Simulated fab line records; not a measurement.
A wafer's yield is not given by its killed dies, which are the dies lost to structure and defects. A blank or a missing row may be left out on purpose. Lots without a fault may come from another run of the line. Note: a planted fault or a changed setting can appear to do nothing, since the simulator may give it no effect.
fab line records    flow n5Finfet
[record] lots = 6  wafers = 18  lastDay = 18
route steps=1938 shown WELL_APT@50 PMOS_HMC_CHANNEL_EPI@57 BEOL_M4@1111 PASSIVATION@1936
lots that met no fault: from a run of the same line without faults
startH: hours from the record's opening day to when the first of the lot's shown wafers began    waitH: hours from the lot's prior step to this one    " as in the row above    L1.1+2: a row that stands for several wafers    - no value, or no start was given    * or withheld: withheld    < > ~ a bound
route shown NAME@n: a module of which the file shows steps, and the number in the route of the first    usual: mean/standard deviation taken from wafers without a fault    same: alike in all rows    chamber/n: place in a boat    sites: per-site readings    _std_site: standard deviation across them    _edge_site: outer sites' mean less inner sites'    radiusMm: how far each site lies from the wafer's centre    mask NAME#n: copy n    behind: the tool/chamber that last shaped the wafer    hold: why the lot was held/for how many hours/how that ended    device: the transistor (n, p or np) that didn't switch    end of line: tests run on the same wafers once the route is complete    step lacking rows: just its recipe    killed: at the first sort, the dies lost to defects and structure; wafer yield is something else    map: dies across one wafer; x = killed, . = not, _ = none there
set.NAME: setting as actually run; set.NAME@STEP: the setting as run at that earlier step    model.NAME: the simulator's own value behind a step, which no gauge read
lots at selected steps of the route; one table per step, one row per wafer
services: from which hour (startH, from the record's first day; less than 0 if before it) a tool's chamber was out of use, for how many hours, and why
[[steps]]
[step N5_WELL_APT_RTA_34]
[recipe] tempC = 1000  timeS = 10  ambient = N2  idleTempC = 600  rampUpCPerS = 150  rampDownCPerS = 60  coolToC = 600
[usual] lampPowerPct = 13.01/0.052  wafer_temp_C_max = 1003.4/1.1
lot.wafer  tool          chamber  startH  waitH  lampPowerPct  wafer_temp_C_max
L659.1     rtpAnneal-01  0        51.83   0.0    13.06         1001.5
L659.2     "             0        "       "      13.01         1002.1
L659.3     "             0        "       "      13.01         1001.3
L662.1     rtpAnneal-01  0        69.84   0.0    12.89         1003.2
L662.3     "             0        "       "      13.05         1005.2
L662.4     "             0        "       "      12.95         1003.3
L664.3     rtpAnneal-02  0        83.02   0.1    12.92         1004.1
L664.5     "             0        "       "      13.05         1003.4
L664.6     "             0        "       "      12.98         1002.0
L665.1     rtpAnneal-01  0        91.82   0.0    13.04         1004.8
L665.4     "             0        "       "      13.00         1003.3
L665.5     "             0        "       "      13.05         1005.0
L671.1     rtpAnneal-02  0        123.79  0.0    12.98         1001.9
L671.4     "             0        "       "      12.99         1004.0
L671.5     "             0        "       "      13.01         1004.0
L675.2     rtpAnneal-02  0        147.94  0.0    13.02         1003.1
L675.3     "             0        "       "      13.00         1002.6
L675.6     "             0        "       "      13.01         1004.4
[step N5_WELL_APT_OXIDE_STRIP_42]
[recipe] chemistry = dHF  dilution = 25:1  timeS = 45  tempC = 25  target = SiO2  targetDepthA = 120
[step N5_WELL_APT_PRECLEAN_36]
[recipe] chemistry = O3/DIW  timeS = 45  tempC = 22  o3Ppm = 10
[step N5_WELL_APT_PRECLEAN_39]
[recipe] chemistry = dHF  timeS = 60  dilution = 150:1  tempC = 25
[step N5_WELL_APT_SRD_37]
[recipe] dry = ipaMarangoni  doPpb = 5  timeS = 30  tempC = 23  rinseLiquid = diw
[step N5_WELL_APT_EPI_41]
[recipe] material = Si  targetThkA = 500  tempC = 650  precursor = SiH4/H2  pressureTorr = 20  timeS = 297.7
[usual] throttleValvePct = 10.9/0.59
lot.wafer  tool         chamber  startH  waitH  throttleValvePct
L659.1     epiRpcvd-03  0        52.07   0.0    11.3
L659.2     "            0        "       "      11.5
L659.3     "            0        "       "      11.1
L662.1     epiRpcvd-03  0        70.08   0.0    11.1
L662.3     "            0        "       "      11.2
L662.4     "            0        "       "      11.3
L664.3     epiRpcvd-03  0        83.41   0.2    11.2
L664.5     "            0        "       "      11.0
L664.6     "            0        "       "      11.4
L665.1     epiRpcvd-02  0        92.05   0.0    10.2
L665.4     "            0        "       "      10.0
L665.5     "            0        "       "      10.0
L671.1     epiRpcvd-03  0        124.03  0.0    11.5
L671.4     "            0        "       "      11.3
L671.5     "            0        "       "      11.2
L675.2     epiRpcvd-03  0        148.28  0.1    11.2
L675.3     "            0        "       "      11.1
L675.6     "            0        "       "      11.2
[step N5_WELL_APT_INSPECT_38]
[recipe] inspectInstrument = darkfield  mode = postEpi
[usual] rawDefectCount = 13/4.8
lot.wafer  tool              chamber  startH  waitH  rawDefectCount
L659.1     defectInspect-01  -        52.71   0.5    12
L659.2     "                 -        "       "      21
L659.3     "                 -        "       "      9
L662.1     defectInspect-02  -        70.72   0.5    8
L662.3     "                 -        "       "      9
L662.4     "                 -        "       "      14
L664.3     defectInspect-02  -        83.85   0.3    16
L664.5     "                 -        "       "      20
L664.6     "                 -        "       "      7
L665.1     defectInspect-02  -        92.69   0.5    12
L665.4     "                 -        "       "      20
L665.5     "                 -        "       "      12
L671.1     defectInspect-02  -        124.67  0.5    15
L671.4     "                 -        "       "      12
L671.5     "                 -        "       "      17
L675.2     defectInspect-01  -        148.81  0.4    9
L675.3     "                 -        "       "      10
L675.6     "                 -        "       "      25
[step N5_PMOS_HMC_CHANNEL_EPI_HM_DEP_34]
[recipe] material = SiO2  targetThkA = 360  tempC = 400  precursor = TEOS/O2  pressureTorr = 6.5  rfW = 900  teosFlowSccm = 161.4  gas = O2  flowSccm = 2650  timeS = 6.9
[usual] heaterPowerW = 572/69  showerheadPlenumPTorr = 8.33/0.04  throttleValvePct = 18.9/0.76
lot.wafer  tool      chamber  startH  waitH  heaterPowerW  showerheadPlenumPTorr  throttleValvePct
L659.1     pecvd-04  1        52.74   0.0    645           8.37                   18.9
L659.2     "         2        "       "      654           8.34                   19.6
L659.3     "         0        "       "      407           8.26                   19.1
L662.1     pecvd-02  2        70.75   0.0    560           8.38                   19.2
L662.3     "         1        "       "      468           8.30                   19.2
L662.4     "         2        "       "      551           8.40                   19.2
L664.3     pecvd-02  0        83.89   0.0    609           8.33                   19.6
L664.5     "         2        "       "      636           8.41                   19.3
L664.6     "         1        "       "      590           8.28                   19.3
L665.1     pecvd-04  1        92.73   0.0    573           8.39                   18.9
L665.4     "         0        "       "      380           8.27                   19.3
L665.5     "         0        "       "      370           8.28                   19.1
L671.1     pecvd-01  2        124.70  0.0    596           8.29                   17.2
L671.4     "         1        "       "      554           8.32                   18.3
L671.5     "         0        "       "      594           8.32                   19.5
L675.2     pecvd-02  2        148.85  0.0    626           8.40                   19.0
L675.3     "         0        "       "      546           8.33                   19.8
L675.6     "         1        "       "      527           8.30                   19.0
[step N5_PMOS_HMC_CHANNEL_EPI_COAT_31]
[recipe] resist = BARC  tempC = 205  timeS = 60  spinRpm = 1500  resistThkNm = 66
[step N5_PMOS_HMC_CHANNEL_EPI_COAT_03]
[recipe] resist = CAR-ArF-block  spinRpm = 1500  resistThkNm = 205
[step N5_PMOS_HMC_CHANNEL_EPI_EBR_05]
[recipe] solvent = PGMEA  ebrWidthMm = 1.5
[step N5_PMOS_HMC_CHANNEL_EPI_SOFTBAKE_04]
[recipe] tempC = 110  timeS = 60  resist = CAR-ArF-block
[step N5_PMOS_HMC_CHANNEL_EPI_EXPOSE_06]
[recipe] maskId = PMOS_HMC_BLK  na = 1.35  sourceShape = conventional  sigmaOuter = 0.8  polarization = unpolarized  targetCdNm = 240  doseMj = 41
[usual] stageVelMmS = 500.05/0.24
lot.wafer  tool            chamber  startH  waitH  mask            stageVelMmS  model.PMOS_HMC_CHANNEL_EPI.overlayXNm
L659.1     arfiScanner-01  0        53.02   -      PMOS_HMC_BLK#0  500.07       0.2724
L659.2     "               0        "       "      PMOS_HMC_BLK#0  499.77       0.2724
L659.3     "               0        "       "      PMOS_HMC_BLK#0  500.00       0.2724
L662.1     arfiScanner-03  0        71.03   -      PMOS_HMC_BLK#0  500.20       0.1376
L662.3     "               0        "       "      PMOS_HMC_BLK#0  500.06       0.1376
L662.4     "               0        "       "      PMOS_HMC_BLK#0  499.97       0.1376
L664.3     arfiScanner-03  0        84.06   -      PMOS_HMC_BLK#0  500.37       56.07
L664.5     "               0        "       "      PMOS_HMC_BLK#0  500.40       56.07
L664.6     "               0        "       "      PMOS_HMC_BLK#0  500.19       56.07
L665.1     arfiScanner-01  0        93.02   -      PMOS_HMC_BLK#0  500.43       -0.1952
L665.4     "               0        "       "      PMOS_HMC_BLK#0  500.36       -0.1952
L665.5     "               0        "       "      PMOS_HMC_BLK#0  500.34       -0.1952
L671.1     arfiScanner-03  0        124.98  -      PMOS_HMC_BLK#0  499.92       56.31
L671.4     "               0        "       "      PMOS_HMC_BLK#0  499.96       56.31
L671.5     "               0        "       "      PMOS_HMC_BLK#0  499.71       56.31
L675.2     arfiScanner-02  0        149.14  -      PMOS_HMC_BLK#0  499.97       -0.3057
L675.3     "               0        "       "      PMOS_HMC_BLK#0  500.29       -0.3057
L675.6     "               0        "       "      PMOS_HMC_BLK#0  500.05       -0.3057
[step N5_PMOS_HMC_CHANNEL_EPI_PEB_07]
[recipe] pebTempC = 110  pebTimeS = 60  resist = CAR-ArF-block
[step N5_PMOS_HMC_CHANNEL_EPI_DEVELOP_08]
[recipe] developTimeS = 30  developer = TMAH  resist = CAR-ArF-block  devTempC = 23  rinseLiquid = diw  dry = airSpin
[step N5_PMOS_HMC_CHANNEL_EPI_CD_MEAS_09]
[recipe] targetCdNm = 237.4  landingEnergyEv = 500  detector = seInlens
[usual] cdNm = 237.2/1.1
lot.wafer  tool      chamber  startH  waitH  cdNm
L659.1     cdSem-03  0        53.15   -      236.2
L659.2     "         0        "       "      237.6
L659.3     "         0        "       "      239.1
L662.1     cdSem-01  0        71.16   -      237.9
L662.3     "         0        "       "      237.1
L662.4     "         0        "       "      238.1
L664.3     cdSem-01  0        84.17   -      238.0
L664.5     "         0        "       "      236.3
L664.6     "         0        "       "      237.0
L665.1     cdSem-01  0        93.14   -      238.0
L665.4     "         0        "       "      237.5
L665.5     "         0        "       "      238.2
L671.1     cdSem-01  0        125.11  -      236.6
L671.4     "         0        "       "      237.4
L671.5     "         0        "       "      237.8
L675.2     cdSem-01  0        149.26  -      237.1
L675.3     "         0        "       "      237.6
L675.6     "         0        "       "      236.1
[step N5_PMOS_HMC_CHANNEL_EPI_OVL_MEAS_10]
[recipe] pointsPerWafer = 44
[usual] PMOS_HMC_BLK_OVL = -0.7/0.75
lot.wafer  tool        chamber  startH  waitH  PMOS_HMC_BLK_OVL[nm]
L659.1     overlay-01  0        53.18   0.0    -1.2
L659.2     "           0        "       "      -0.2
L659.3     "           0        "       "      -1.6
L662.1     overlay-02  0        71.19   0.0    0.3
L662.3     "           0        "       "      0.6
L662.4     "           0        "       "      -0.2
L664.3     overlay-02  0        84.20   0.0    56.8
L664.5     "           0        "       "      57.2
L664.6     "           0        "       "      58.0
L665.1     overlay-01  0        93.18   0.0    -0.2
L665.4     "           0        "       "      -0.9
L665.5     "           0        "       "      -1.5
L671.1     overlay-02  0        125.14  0.0    58.2
L671.4     "           0        "       "      59.2
L671.5     "           0        "       "      59.5
L675.2     overlay-02  0        149.29  0.0    0.5
L675.3     "           0        "       "      -0.5
L675.6     "           0        "       "      -0.3
[step N5_PMOS_HMC_CHANNEL_EPI_INSPECT_11]
[recipe] mode = adi  inspectInstrument = macro
[usual] rawDefectCount = 2.0/1.4
lot.wafer  tool              chamber  startH  waitH  rawDefectCount
L659.1     defectInspect-01  -        53.20   0.0    0
L659.2     "                 -        "       "      2
L659.3     "                 -        "       "      2
L662.1     defectInspect-01  -        71.21   0.0    1
L662.3     "                 -        "       "      1
L662.4     "                 -        "       "      2
L664.3     defectInspect-01  -        84.22   0.0    2
L664.5     "                 -        "       "      2
L664.6     "                 -        "       "      2
L665.1     defectInspect-02  -        93.20   0.0    4
L665.4     "                 -        "       "      1
L665.5     "                 -        "       "      2
L671.1     defectInspect-01  -        125.16  0.0    0
L671.4     "                 -        "       "      2
L671.5     "                 -        "       "      3
L675.2     defectInspect-02  -        149.31  0.0    1
L675.3     "                 -        "       "      3
L675.6     "                 -        "       "      1
[step N5_BEOL_M4_RC_MEAS_101]
[usual] DIBL_N = 36.2/1.5  DIBL_P = 36.4/2.1  IOFF_N = 0.16/0.031  IOFF_P = 0.21/0.037  ION_N = 679/11  ION_P = 465/7.7  SS_N = 71.4/0.55  SS_P = 73.2/0.63  VT_N = 249/3.3  VT_P = -250/3.4
lot.wafer  tool       chamber  startH  waitH  DIBL_N[mV/V]  DIBL_P[mV/V]  IOFF_N[nA/um]  IOFF_P[nA/um]  ION_N[uA/um]  ION_P[uA/um]  SS_N[mV/dec]  SS_P[mV/dec]  VT_N[mV]  VT_P[mV]
L659.1     prober-01  0        223.78  0.0    34.8          34.7          0.15           0.22           682           473           70.7          73.3          248       -245
L659.2     "          0        "       "      35.8          33.7          0.15           0.20           671           461           71.1          72.1          249       -251
L659.3     "          0        "       "      35.1          35.0          0.15           0.21           692           473           71.7          72.7          253       -250
L664.3     prober-02  0        236.32  0.3    36.8          40.0          0.19           0.25           700           479           71.0          73.4          243       -248
L664.5     "          0        "       "      34.4          36.4          0.14           0.19           676           462           70.5          72.4          252       -252
L664.6     "          0        "       "      35.8          38.3          0.17           0.22           688           469           70.6          73.2          249       -249
L662.1     prober-01  0        240.40  0.0    37.7          35.9          0.15           0.16           669           451           71.1          73.7          251       -258
L662.3     "          0        "       "      36.6          35.8          0.13           0.16           680           458           72.0          73.1          252       -260
L662.4     "          0        "       "      38.2          38.6          0.18           0.20           677           463           71.6          73.9          247       -255
L665.1     prober-02  0        247.09  0.0    37.2          38.1          0.19           0.26           698           483           72.1          73.5          248       -248
L665.4     "          0        "       "      35.4          35.7          0.14           0.22           665           466           71.4          73.3          252       -248
L665.5     "          0        "       "      37.9          38.8          0.20           0.27           699           490           71.7          74.4          246       -246
L671.1     prober-01  0        281.94  0.0    37.9          38.6          0.17           0.20           679           454           71.6          73.1          248       -253
L671.4     "          0        "       "      36.4          36.6          0.13           0.17           670           459           71.3          72.7          250       -254
L671.5     "          0        "       "      37.8          38.5          0.16           0.20           670           461           71.0          72.8          251       -253
L675.2     prober-01  0        315.60  0.2    36.2          36.6          0.15           0.21           666           462           71.0          73.0          251       -248
L675.3     "          0        "       "      34.8          35.7          0.13           0.19           672           464           71.1          72.4          250       -248
L675.6     "          0        "       "      37.4          39.2          0.19           0.25           690           466           71.5          73.7          246       -248
[step N5_PASSIVATION_PROBE_49]
[usual] defectLimitedYield = 91.3/1.3  killed_at_M0_to_M3 = 36/12  killed_at_M4_up = 13/4.6  killedAtContacts = 13/5.4  killedAtFrontEnd = 37/10  killedAtOther = 3.6/2.9  killedDies = 102/15  killedOpen = 67/12  killedShort = 33/7.5  sort_bin_5_function = 5.1/0.93  sort_bin_6_memory = 3.2/0.62  sortNPass = 1078/15  sortYieldPct = 91.3/1.3
[same] grossDies = 1180  killedAtBackSide = 0  sort_bin_4_leakage[%] = 0  sort_bin_8_speed[%] = 0
lot.wafer  tool       chamber  startH  waitH  defectLimitedYield[%]  killed_at_M0_to_M3  killed_at_M4_up  killedAtContacts  killedAtFrontEnd  killedAtOther  killedDies  killedOpen  killedShort  sort_bin_5_function[%]  sort_bin_6_memory[%]  sortNPass  sortYieldPct[%]
L659.1     prober-01  -        328.87  0.0    92.1                   30                  15               16                31                1              93          72          20           4.6                     3.2                   1087       92.1
L659.2     prober-01  -        328.92  0.1    92.9                   28                  6                16                33                1              84          54          26           5.3                     1.6                   1096       92.9
L659.3     prober-01  -        328.97  0.1    91.9                   33                  14               23                22                3              95          70          24           5.3                     2.5                   1085       91.9
L664.3     prober-01  -        345.78  0.1    92.7                   45                  13               5                 23                0              86          54          31           4.7                     2.2                   1094       92.7
L664.5     prober-01  -        345.88  0.2    91.7                   49                  17               15                13                4              98          60          38           4.8                     3.1                   1082       91.7
L664.6     prober-01  -        345.93  0.3    90.7                   47                  11               12                33                7              110         58          49           4.7                     4.1                   1070       90.7
L662.1     prober-01  -        351.63  0.0    91.9                   44                  11               16                24                1              96          54          42           5.0                     3.1                   1084       91.9
L662.3     prober-01  -        351.73  0.1    91.9                   24                  13               11                46                2              96          65          29           4.2                     3.6                   1084       91.9
L662.4     prober-01  -        351.78  0.2    91.8                   13                  7                24                51                2              97          62          35           4.1                     3.6                   1083       91.8
L671.1     prober-02  -        383.29  0.0    91.8                   33                  18               4                 35                7              97          66          31           4.2                     3.8                   1083       91.8
L671.4     prober-02  -        383.44  0.2    92.0                   36                  13               5                 32                8              94          60          34           4.7                     3.3                   1086       92.0
L671.5     prober-02  -        383.49  0.2    89.2                   49                  15               6                 48                10             128         84          44           6.9                     3.6                   1052       89.2
// killed by level:class
L659.1 MOL_CONTACT_COAG:geometricParticle:open=14 BEOL_M2:geometricParticle:open=9 BEOL_M1:geometricParticle:open=7 FIN_SAQP:geometricParticle:open=6 STI_FIN_REVEAL:geometricParticle:open=6 DUMMY_GATE:geometricParticle:open=5 BEOL_M3:geometricParticle:open=5 BEOL_M4:geometricParticle:open=4
L659.2 MOL_CONTACT_COAG:geometricParticle:open=13 BEOL_M3:geometricParticle:open=9 STI_FIN_REVEAL:geometricParticle:open=7 BEOL_M0_SAQP:geometricParticle:open=6 BEOL_M0_SAQP:geometricParticle:short=6 ILD0:geometricParticle:open=4 SPACER0:geometricParticle:open=3 ILD0:geometricParticle:short=3
L659.3 MOL_CONTACT_COAG:geometricParticle:open=19 BEOL_M2:geometricParticle:open=12 BEOL_M0_SAQP:geometricParticle:open=7 BEOL_M0_SAQP:geometricParticle:short=6 DUMMY_GATE:geometricParticle:open=4 MOL_CONTACT_COAG:geometricParticle:short=4 BEOL_M3:geometricParticle:open=4 BEOL_M4:geometricParticle:open=4
L664.3 BEOL_M0_SAQP:geometricParticle:open=16 BEOL_M0_SAQP:geometricParticle:short=9 BEOL_M4:geometricParticle:open=9 BEOL_M2:geometricParticle:short=7 BEOL_M2:geometricParticle:open=5 MOL_CONTACT_COAG:geometricParticle:open=4 BEOL_M1:geometricParticle:open=4 STI_FIN_REVEAL:geometricParticle:open=3
L664.5 BEOL_M0_SAQP:geometricParticle:open=12 MOL_CONTACT_COAG:geometricParticle:open=10 BEOL_M2:geometricParticle:short=10 BEOL_M4:geometricParticle:open=8 BEOL_M0_SAQP:geometricParticle:short=7 BEOL_M2:geometricParticle:open=7 MOL_CONTACT_COAG:geometricParticle:short=5 BEOL_M1:geometricParticle:open=5
L664.6 BEOL_M0_SAQP:geometricParticle:short=14 BEOL_M2:geometricParticle:short=12 BEOL_M0_SAQP:geometricParticle:open=9 GATE_CUT:geometricParticle:open=7 MOL_CONTACT_COAG:geometricParticle:open=7 FIN_SAQP:geometricParticle:short=6 STI_FIN_REVEAL:geometricParticle:open=5 MOL_CONTACT_COAG:geometricParticle:short=5
L662.1 BEOL_M0_SAQP:geometricParticle:short=15 MOL_CONTACT_COAG:geometricParticle:open=13 BEOL_M0_SAQP:geometricParticle:open=13 FIN_SAQP:geometricParticle:short=9 BEOL_M2:geometricParticle:open=8 GATE_CUT:geometricParticle:short=4 MOL_CONTACT_COAG:geometricParticle:short=3 STARTING-WAFER:geometricParticle:open=3
L662.3 STI_FIN_REVEAL:geometricParticle:open=13 FIN_SAQP:geometricParticle:open=10 BEOL_M0_SAQP:geometricParticle:short=10 MOL_CONTACT_COAG:geometricParticle:open=9 DUMMY_GATE:geometricParticle:open=6 BEOL_M0_SAQP:geometricParticle:open=5 BEOL_M1:geometricParticle:open=4 BEOL_M4:geometricParticle:open=4
L662.4 MOL_CONTACT_COAG:geometricParticle:open=20 FIN_SAQP:geometricParticle:short=14 FIN_SAQP:geometricParticle:open=10 DUMMY_GATE:geometricParticle:open=7 BEOL_M2:geometricParticle:open=6 STARTING-WAFER:geometricParticle:open=6 GATE_CUT:geometricParticle:short=4 MOL_CONTACT_COAG:geometricParticle:short=4
L671.1 BEOL_M2:geometricParticle:open=11 BEOL_M4:geometricParticle:open=11 FIN_SAQP:geometricParticle:open=10 BEOL_M0_SAQP:geometricParticle:open=8 FIN_SAQP:geometricParticle:short=6 STI_FIN_REVEAL:geometricParticle:open=6 BEOL_M0_SAQP:geometricParticle:short=6 STARTING-WAFER:geometricParticle:short=5
L671.4 BEOL_M2:geometricParticle:open=11 FIN_SAQP:geometricParticle:open=9 STI_FIN_REVEAL:geometricParticle:open=5 BEOL_M0_SAQP:geometricParticle:short=5 BEOL_M0_SAQP:geometricParticle:open=5 BEOL_M1:geometricParticle:open=5 MOL_CONTACT_COAG:geometricParticle:open=4 BEOL_M2:geometricParticle:short=4
L671.5 BEOL_M0_SAQP:geometricParticle:short=14 FIN_SAQP:geometricParticle:open=13 BEOL_M3:geometricParticle:open=12 FIN_SAQP:geometricParticle:short=10 BEOL_M0_SAQP:geometricParticle:open=9 BEOL_M2:geometricParticle:open=8 BEOL_M4:geometricParticle:open=8 MOL_CONTACT_COAG:geometricParticle:open=6
[[services]]
tool            chamber  startH  hours  kind
arfiScanner-03  -        33.32   1.0    pm
arfiScanner-03  -        46.64   1.3    pm
arfiScanner-02  -        49.82   1.3    pm
arfiScanner-02  -        53.45   0.8    pm
pecvd-04        2        62.22   8.7    repair
arfiScanner-03  -        62.60   1.0    pm
arfiScanner-02  -        62.98   0.8    pm
arfiScanner-02  -        66.39   4.9    pm
arfiScanner-01  -        67.11   4.9    pm
pecvd-04        2        70.95   -      clean
pecvd-04        2        70.95   -      consumableReplace:showerhead
pecvd-04        2        70.95   29.0   scheduledDown
pecvd-04        2        70.95   29.0   ventCycle
arfiScanner-01  -        72.91   1.0    pm
arfiScanner-01  -        74.44   1.0    pm
arfiScanner-03  0        97.89   -      calibration
arfiScanner-01  -        98.57   0.8    pm
arfiScanner-02  -        100.15  1.0    pm
arfiScanner-03  -        109.54  1.4    repair
arfiScanner-01  -        116.29  4.2    repair
epiRpcvd-02     -        117.05  0.9    repair
arfiScanner-03  -        122.89  0.8    pm
arfiScanner-03  -        138.67  3.9    pm
arfiScanner-01  -        147.95  1.3    pm
[[key]]
[firstSign] step = N5_PMOS_HMC_CHANNEL_EPI_OVL_MEAS_10  reading = PMOS_HMC_BLK_OVL  direction = up  sigmas = 79  usual = -0.7  struck = 58.1
effect none on later readings
[modelEffect] step = N5_PMOS_HMC_CHANNEL_EPI_EXPOSE_06  value = PMOS_HMC_CHANNEL_EPI.overlayXNm  without = -0.7467  struck = 56.19
metAt N5_PMOS_HMC_CHANNEL_EPI_EXPOSE_06
struckWafers L664.3,L664.5,L664.6,L671.1,L671.4,L671.5
onsetBetween 71.03 84.06
[fault] kind = scannerMatchingOverlay  tool = arfiScanner-03  chamber = -  onsetH = 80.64  steps = N5_PMOS_HMC_CHANNEL_EPI_EXPOSE_06  offset = 56.935
